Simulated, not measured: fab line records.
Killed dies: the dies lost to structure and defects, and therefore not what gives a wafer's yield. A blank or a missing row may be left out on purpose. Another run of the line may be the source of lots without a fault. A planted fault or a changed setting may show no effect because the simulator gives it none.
Matching of chambers    flow nand_harc    NHARC_A_M0_DESCUM_14 on rie_diel-09: 4 sister chambers
The step chemistry O2, time 3 s. 8 wafers are shown with their chamber, then 8 later ones without.

WAFERS, EACH WITH ITS CHAMBER
wafer   chamber  drypump_motor_current_A (A)  oes_product_au (a.u.)
L078.5  3        5.2                          1.019
L083.1  3        5.2                          1.005
L085.2  0        5.2                          1.009
L085.6  1        5.2                          1.011
L088.2  2        5.9                          0.982
L088.4  1        5.2                          1.007
L088.5  0        5.2                          1.019
L089.1  2        5.8                          0.989

WAFERS WITH NO CHAMBER GIVEN
wafer   drypump_motor_current_A (A)  oes_product_au (a.u.)
L089.3  5.2                          1.006
L089.4  5.2                          1.005
L090.3  5.2                          1.014
L090.5  5.2                          1.001
L090.6  5.2                          1.001
L096.1  5.2                          1.012
L096.2  5.2                          1.014
L096.4  5.9                          0.991

CHAMBER TAKEN BY EACH
wafer   from the rows above           in truth
L089.3  can't be placed: 1 or 3 or 0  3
L089.4  can't be placed: 1 or 3 or 0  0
L090.3  can't be placed: 0 or 3 or 1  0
L090.5  can't be placed: 1 or 3 or 0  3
L090.6  can't be placed: 1 or 3 or 0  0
L096.1  can't be placed: 3 or 0 or 1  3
L096.2  can't be placed: 0 or 3 or 1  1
L096.4  2                             2
Correct placement for 1 of the 8. Unplaceable from these rows: 7, with the true chamber sitting among the candidates in 7. Number placed wrongly: 0.
How it was worked out, from the rows above alone: a wafer's distance from a chamber is the root of the sum, over the readings, of the square of ((its reading less the chamber's mean) divided by the reading's scatter). The wafer belongs to the nearest chamber; if the next one is less than 2 further off, it can't be placed. The mean given for a chamber averages the wafers shown for that chamber. The scatter: take each reading less its chamber's mean, square it, sum over the shown wafers, divide by the number of wafers less the number of chambers, and take the root.
